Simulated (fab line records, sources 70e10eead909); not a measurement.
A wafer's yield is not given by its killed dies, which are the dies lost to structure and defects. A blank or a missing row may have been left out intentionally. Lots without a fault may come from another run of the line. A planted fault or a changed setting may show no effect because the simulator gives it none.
fab line records	flow nand-harc
record: lots: 12	wafers: 36	last-day: 34
route steps=1302 shown A_CONTACT@1090 A_BLC@1118
lots that met no fault: taken from a fault-free run of the same line
start-h: start of the lot's first displayed wafer, in hours after the record's first day	wait-h: time in hours since the lot's previous step	" as in the row above	L1.1+2: a single row standing in for several wafers	- no value, or no start given	* or withheld: withheld	< > ~ a bound
route shown NAME@n: a module of which the file shows steps, and the number in the route of the first	usual: mean/standard deviation of fault-free wafers	same: alike in all rows	chamber/n: place in a boat	sites: each site's reading	_std_site: the values' standard deviation	_edge_site: outer sites' mean less inner sites'	radius-mm: how far each site lies from the wafer's centre	mask NAME#n: copy n	behind: tool/chamber where the wafer was last shaped	hold: cause of the lot's hold/its duration in hours/its outcome	device: the transistor (n, p or np) that didn't switch	end of line: tests run on the same wafers once the route is complete	where a step has no rows: the recipe by itself	killed: not the wafer's yield, but the dies lost to structure and defects at the first sort	map: a wafer's dies, marking killed ones x, the rest . and places with no die _
set.NAME: setting as actually run; set.NAME@STEP: the setting as run at that earlier step	model.NAME: the simulator's own value behind a step, which no gauge read
route steps across a sampled set of lots; one table per step, one row per wafer
services: the hour from which a tool's chamber was out of use, counted from the record's first day as start-h (under 0 if before that day), plus the number of hours and why
== steps ==
step: NHARC_A_CONTACT_ETCH_138
recipe: source-w: withheld	pressure-mtorr: 20	bias-v: 1200	time-s: 311	target-depth-a: 19140	ar-flow-sccm: withheld	c4f8-flow-sccm: withheld	o2-flow-sccm: withheld	chemistry: C4F8/O2/Ar
usual: chamber-pressure-mTorr: 20.002/0.017	run-length-s: 311/0
same: time-s: 311
lot.wafer	tool	chamber	start-h	wait-h	chamber-pressure-mTorr	rf-hours-counter-h	run-length-s
L298.2	har-cap-etch-03	1	528.77	0.2	19.969	46	311
L298.3	"	0	"	"	19.977	-	311
L298.5	"	0	"	"	20.015	-	311
L300.2	har-cap-etch-02	1	533.41	0.2	19.977	86	311
L300.1	"	0	"	"	20.004	86	311
L300.4	"	0	"	"	19.993	-	311
L299.1	har-cap-etch-03	0	537.82	0.2	20.007	47	311
L299.4	"	0	"	"	19.986	-	311
L299.6	"	1	"	"	20.018	-	311
L302.1	har-cap-etch-03	1	566.12	0.2	20.018	51	311
L302.3	"	0	"	"	20.013	-	311
L302.5	"	1	"	"	20.022	-	311
L303.1	har-cap-etch-02	1	584.99	0.2	20.008	96	311
L303.2	"	0	"	"	20.003	96	311
L303.4	"	0	"	"	19.985	-	311
L306.1	har-cap-etch-01	1	587.70	0.2	20.006	17	311
L306.4	"	0	"	"	19.987	-	311
L306.5	"	1	"	"	20.012	-	311
L305.3	har-cap-etch-02	0	590.17	0.2	20.023	-	311
L305.4	"	1	"	"	19.998	-	311
L305.5	"	1	"	"	20.008	-	311
L310.1	har-cap-etch-02	0	617.55	0.2	19.982	103	311
L310.3	"	1	"	"	19.989	-	311
L310.4	"	0	"	"	19.981	-	311
L307.2	har-cap-etch-02	0	622.45	0.2	19.995	104	311
L307.3	"	0	"	"	19.995	-	311
L307.5	"	0	"	"	20.012	-	311
L308.1	har-cap-etch-01	0	628.81	0.3	19.993	25	311
L308.2	"	1	"	"	19.987	25	311
L308.4	"	0	"	"	20.018	-	311
L320.1	har-cap-etch-01	0	745.55	0.2	19.993	42	311
L320.2	"	1	"	"	19.997	42	311
L320.3	"	1	"	"	20.024	-	311
L321.3	har-cap-etch-01	0	759.85	0.2	19.980	-	311
L321.5	"	1	"	"	20.021	-	311
L321.6	"	0	"	"	20.041	-	311
step: NHARC_A_CONTACT_CVD_19
recipe: target-thk-a: 3000	temp-c: 300	pressure-torr: 40	wf6-flow-sccm: 40	h2-flow-sccm: 1600	ar-flow-sccm: 1560	time-s: 802	material: W
usual: chamber-pressure-Torr: 40.01/0.09	heater-power-w: 459/36	throttle-valve-pct: 8.0/0.32
same: time-s: 802
lot.wafer	tool	chamber	start-h	wait-h	chamber-pressure-Torr	heater-power-w	throttle-valve-pct
L298.2	cvd-w-01	1	-	-	40.03	411	7.7
L298.3	"	0	"	"	40.10	431	8.1
L298.5	"	1	"	"	40.06	399	7.5
L300.1	cvd-w-01	1	-	-	40.15	417	7.7
L300.2	"	0	"	"	39.95	414	7.9
L300.4	"	0	"	"	39.96	419	8.1
L299.1	cvd-w-02	1	-	-	39.96	475	8.1
L299.4	"	0	"	"	40.10	517	8.4
L299.6	"	0	"	"	40.01	506	8.2
L302.1	cvd-w-02	0	-	-	40.16	529	8.7
L302.3	"	1	"	"	40.06	472	8.0
L302.5	"	1	"	"	40.06	457	7.8
L303.2	cvd-w-02	1	-	-	40.06	482	8.4
L303.1	"	0	"	"	40.03	503	8.2
L303.4	"	0	"	"	39.97	517	8.4
L306.1	cvd-w-02	0	-	-	40.05	509	8.3
L306.4	"	1	"	"	40.15	470	8.2
L306.5	"	1	"	"	40.00	473	8.1
L305.3	cvd-w-01	1	-	-	39.81	421	7.6
L305.4	"	0	"	"	39.94	409	7.6
L305.5	"	0	"	"	39.89	417	7.7
L310.1	cvd-w-02	0	-	-	40.08	518	8.4
L310.4	"	1	"	"	39.91	464	8.1
L310.3	"	0	"	"	40.11	514	8.2
L307.2	cvd-w-01	0	-	-	40.08	427	7.9
L307.3	"	0	"	"	40.14	412	7.8
L307.5	"	1	"	"	39.79	417	7.7
L308.1	cvd-w-01	1	-	-	40.03	407	7.8
L308.2	"	0	"	"	40.07	417	7.6
L308.4	"	0	"	"	40.15	423	7.8
L320.1	cvd-w-01	0	-	-	40.05	417	7.8
L320.2	"	1	"	"	40.26	438	7.6
L320.3	"	0	"	"	40.10	426	7.3
L321.3	cvd-w-02	0	-	-	40.07	481	8.6
L321.5	"	1	"	"	39.96	475	7.9
L321.6	"	0	"	"	39.94	486	8.5
step: NHARC_A_BLC_OVL_MEAS_11
usual: overlay-x-nm: -0.2/0.89	overlay-y-nm: 0.1/0.91
lot.wafer	tool	chamber	start-h	wait-h	overlay-x-nm	overlay-y-nm
L298.2	overlay-02	-	532.86	-	1.1	0.3
L298.3	"	-	"	"	1.6	-0.2
L298.5	"	-	"	"	1.6	0.0
L300.1	overlay-01	-	537.48	-	-0.5	1.4
L300.2	"	-	"	"	-0.4	1.1
L300.4	"	-	"	"	0.1	1.2
L299.1	overlay-02	-	542.90	-	-1.0	1.2
L299.4	"	-	"	"	-0.8	1.5
L299.6	"	-	"	"	-1.4	1.5
L302.1	overlay-01	-	570.06	-	-1.1	0.1
L302.3	"	-	"	"	-1.1	-0.3
L302.5	"	-	"	"	-1.3	-0.2
L303.1	overlay-01	-	589.13	-	-0.9	-0.9
L303.2	"	-	"	"	-0.8	-0.9
L303.4	"	-	"	"	-0.8	-1.4
L306.1	overlay-02	-	591.87	-	-1.1	-0.7
L306.4	"	-	"	"	-1.2	-0.7
L306.5	"	-	"	"	-1.4	-0.4
L305.3	overlay-02	-	594.17	-	-1.8	-0.1
L305.4	"	-	"	"	-2.0	0.7
L305.5	"	-	"	"	-1.3	0.1
L310.1	overlay-02	-	621.58	-	-0.6	-0.8
L310.3	"	-	"	"	-1.3	-0.3
L310.4	"	-	"	"	-1.4	-0.5
L307.2	overlay-01	-	626.49	-	-0.6	-1.4
L307.3	"	-	"	"	-0.7	-1.8
L307.5	"	-	"	"	-0.3	-1.2
L308.1	overlay-01	-	633.07	-	0.0	-0.2
L308.2	"	-	"	"	0.4	0.0
L308.4	"	-	"	"	-0.6	-0.1
L320.1	overlay-02	-	749.71	-	0.3	0.8
L320.2	"	-	"	"	0.0	0.8
L320.3	"	-	"	"	0.4	1.2
L321.3	overlay-02	-	763.78	-	0.1	0.1
L321.5	"	-	"	"	0.5	0.0
L321.6	"	-	"	"	-0.1	-0.4
step: NHARC_A_BLC_ETCH_17
recipe: target-depth-a: 3900	over-etch-frac: 0.25	time-s: 609.38	ion-energy-ev: 200	n2-flow-sccm: 150	h2-flow-sccm: 150	ar-flow-sccm: 0	rf-w: 400	bias-w: 150	chemistry: N2/H2
usual: chamber-pressure-mTorr: 29.997/0.028	drypump-motor-current-A: 5.87/0.25	oes-product-au: 1.006/0.0099	rf-vpp-V: 428.8/1.5	run-length-s: 630.8/0.33	showerhead-plenum-p-Torr: 1.98/0.044	throttle-valve-pct: 14.171/0.0092
lot.wafer	tool	chamber	start-h	wait-h	chamber-pressure-mTorr	drypump-motor-current-A	oes-product-au	rf-hours-counter-h	rf-vpp-V	run-length-s	showerhead-plenum-p-Torr	throttle-valve-pct
L298.3	rie-diel-11	0	533.14	-	30.015	6.02	1.010	8	429.0	631.5	1.94	14.183
L298.2	"	1	"	"	29.981	5.95	0.992	8	430.0	631.0	1.99	14.187
L298.5	"	1	"	"	30.034	5.97	0.998	-	429.0	631.0	1.99	14.171
L300.2	rie-diel-07	3	537.75	-	29.986	6.12	0.998	3	430.4	630.6	2.04	14.173
L300.4	"	0	"	"	29.992	5.32	1.012	3	427.8	630.9	1.89	14.162
L300.1	"	2	"	"	29.981	6.24	1.016	3	432.9	630.3	2.01	14.177
L299.4	rie-diel-11	0	543.17	-	29.970	6.05	1.015	10	428.0	631.4	1.94	14.184
L299.1	"	2	"	"	30.025	5.65	1.013	9	430.2	630.9	1.99	14.178
L299.6	"	0	"	"	30.010	6.06	1.016	-	426.5	630.8	1.94	14.165
L302.3	rie-diel-07	2	570.33	-	30.008	6.31	0.998	5	431.0	630.3	2.01	14.174
L302.1	"	0	"	"	29.966	5.29	0.995	6	426.9	630.9	1.88	14.160
L302.5	"	3	"	"	30.059	6.15	0.989	-	430.4	630.4	2.04	14.163
L303.4	rie-diel-11	0	589.41	-	30.000	6.03	1.018	12	428.4	630.7	1.94	14.171
L303.2	"	2	"	"	29.965	5.63	1.006	11	429.4	630.6	1.99	14.169
L303.1	"	3	"	"	29.995	5.73	1.025	12	428.5	630.9	2.00	14.157
L306.1	rie-diel-07	3	592.14	-	30.014	6.13	1.002	7	430.4	630.2	2.04	14.161
L306.4	"	2	"	"	30.024	6.28	1.005	6	428.8	630.5	2.01	14.175
L306.5	"	3	"	"	30.053	6.15	1.001	-	430.0	630.7	2.04	14.178
L305.3	rie-diel-11	2	594.44	-	29.946	5.68	1.009	11	430.0	630.6	1.99	14.160
L305.4	"	0	"	"	30.067	6.04	1.014	13	427.7	630.8	1.94	14.194
L305.5	"	2	"	"	29.960	5.66	1.011	-	429.1	630.5	1.99	14.196
L310.3	rie-diel-11	0	621.85	-	29.981	6.07	1.014	0	426.5	630.9	1.93	14.168
L310.4	"	1	"	"	30.002	5.97	1.001	0	428.1	630.8	1.99	14.170
L310.1	"	3	"	"	29.980	5.73	1.014	0	431.2	630.5	2.00	14.166
L307.2	rie-diel-07	0	627.20	-	29.964	5.34	0.995	9	425.4	630.9	1.88	14.168
L307.3	"	3	"	"	29.988	6.15	0.999	9	432.0	630.5	2.04	14.171
L307.5	"	1	"	"	29.986	5.93	0.988	-	429.8	631.2	1.97	14.170
L308.1	rie-diel-11	0	633.35	-	29.989	6.08	1.005	2	428.1	630.9	1.93	14.169
L308.2	"	2	"	"	30.025	5.65	0.986	0	429.6	613.9	1.99	14.172
L308.4	"	3	"	"	29.976	5.75	0.999	2	428.6	613.9	2.00	14.159
L320.1	rie-diel-11	1	750.03	-	29.976	5.94	1.004	12	427.0	631.4	1.99	14.167
L320.3	"	2	"	"	29.957	5.64	1.012	10	429.3	630.1	1.99	14.157
L320.2	"	3	"	"	29.966	5.74	1.026	12	430.2	630.9	1.99	14.173
L321.3	rie-diel-11	1	764.05	-	30.045	5.95	0.999	13	427.4	631.2	1.99	14.163
L321.5	"	1	"	"	29.954	5.96	0.997	-	429.5	630.8	1.99	14.180
L321.6	"	2	"	"	30.003	5.65	0.998	-	428.3	630.1	1.99	14.170
== services ==
tool	chamber	start-h	hours	kind
cvd-w-01	-	505.02	2.6	repair
cvd-w-01	-	509.87	4.1	repair
rie-diel-11	0	515.00	-	clean
cvd-w-01	-	547.00	13.0	pm
cvd-w-02	-	552.79	1.8	repair
rie-diel-07	3	580.59	4.2	repair
cvd-w-01	0	581.55	9.1	repair
cvd-w-01	-	608.11	0.6	repair
har-cap-etch-01	-	608.83	0.2	repair
rie-diel-11	-	609.50	9.0	pm
rie-diel-11	2	623.69	6.2	repair
cvd-w-02	-	631.00	13.0	pm
rie-diel-11	2	637.53	5.5	repair
rie-diel-07	-	648.20	9.0	pm
cvd-w-01	1	651.62	5.7	repair
rie-diel-07	3	660.31	8.3	repair
rie-diel-07	0	704.07	13.6	repair
rie-diel-07	2	711.28	44.0	repair
cvd-w-02	1	722.88	10.7	repair
cvd-w-01	-	728.00	13.0	pm
rie-diel-07	-	743.72	1.0	repair
har-cap-etch-02	-	745.85	2.5	repair
har-cap-etch-02	-	754.00	17.0	pm
rie-diel-07	1	754.09	6.8	repair
== key ==
first-sign: step: NHARC_A_BLC_ETCH_17	reading: run-length-s	direction: down	sigmas: 50	usual: *	struck: *
effect none on later readings
met-at NHARC_A_BLC_ETCH_17
struck-lots L308
struck-wafers L308.2,L308.4
tester-left-out L308
not-acting-at NHARC_A_CONTACT_ETCH_138,NHARC_A_CONTACT_CVD_19,NHARC_A_BLC_OVL_MEAS_11
onset-between 621.85 633.35
fault: kind: process-parameter-drift	tool: rie-diel-11	chamber: -	onset-h: 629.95	steps: NHARC_A_BLC_ETCH_17	channel: time-s	offset: *	shape: step	end-h: 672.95	scope: struck-wafers-only	acts-in: *	stated: *
tester-left-out: of these lots the tester's yield and bins aren't shown, on N5 and GAA mostly nor the transistor test; their killed dies are dies lost to structure and defects alone, not to doping, threshold or leakage, so they don't give the yield
